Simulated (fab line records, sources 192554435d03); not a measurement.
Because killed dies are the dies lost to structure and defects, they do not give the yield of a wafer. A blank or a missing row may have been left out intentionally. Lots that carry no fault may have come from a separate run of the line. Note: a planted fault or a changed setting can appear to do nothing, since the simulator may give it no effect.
Matching of chambers ; flow n5Finfet ; N5_MOL_CONTACT_COAG_ALD_133 on aldSin-01 has 4 sister chambers
The step deposits SiO2, target thk 5 nm, pulse time 1 s, co reactant pulse time 1 s. 22 wafers are shown with their chamber, then 11 later ones without.

== EACH WAFER AND ITS CHAMBER ==
wafer;chamber;heaterPowerW (W);precursorPulseHeightRel
L081.1;2;90;1.005
L081.2;1;94;1.002
L081.6;1;93;1.041
L086.1;0;81;1.024
L086.3;2;88;0.983
L086.5;0;82;0.990
L087.2;0;85;0.994
L087.3;2;88;1.010
L087.6;2;89;1.004
L089.1;2;85;0.991
L089.4;1;96;0.972
L089.6;3;67;1.047
L090.3;1;93;1.033
L090.4;3;64;1.006
L090.6;1;92;1.015
L091.2;1;94;1.020
L091.5;3;69;1.009
L091.6;0;82;1.011
L092.3;2;88;0.959
L092.5;0;86;1.016
L092.6;3;67;1.002
L093.2;3;67;1.008

SIGNATURES, as means of the wafers listed above
reading;chamber 0;chamber 1;chamber 2;chamber 3;scatter within a chamber
heaterPowerW;83.20;93.67;88.00;66.80;1.75
precursorPulseHeightRel;1.00700;1.01383;0.99200;1.01440;0.0198
Rule: a wafer's distance from a chamber is the root of the sum, over the readings, of the square of ((its reading less the chamber's mean) divided by the reading's scatter). If the next closest chamber is less than 2 further off than the closest, the wafer can't be placed; otherwise it belongs to the closest. The scatter: the root of (the sum of the squares of (reading less its chamber's mean) over the shown wafers, divided by (wafers less chambers)).

== WAFERS WHOSE CHAMBER IS MISSING ==
wafer;heaterPowerW (W);precursorPulseHeightRel
L093.3;88;1.009
L093.4;92;0.989
L094.3;88;1.016
L094.5;94;0.964
L094.6;83;1.010
L095.2;83;1.002
L095.5;65;1.014
L095.6;84;1.012
L096.1;67;0.988
L096.2;90;0.972
L096.5;90;0.999

== WHICH CHAMBER EACH WENT THROUGH ==
wafer;from the rows above;in truth
L093.3;can't be placed: 2 or 0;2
L093.4;can't be placed: 1 or 2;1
L094.3;can't be placed: 2 or 0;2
L094.5;can't be placed: 1 or 2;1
L094.6;0;0
L095.2;0;0
L095.5;3;3
L095.6;can't be placed: 0 or 2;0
L096.1;3;3
L096.2;can't be placed: 2 or 1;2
L096.5;can't be placed: 2 or 1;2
4 of 11 placed correctly. Not placeable from these rows: 7 (in 7, the candidates include the true chamber). Wrongly placed: 0.
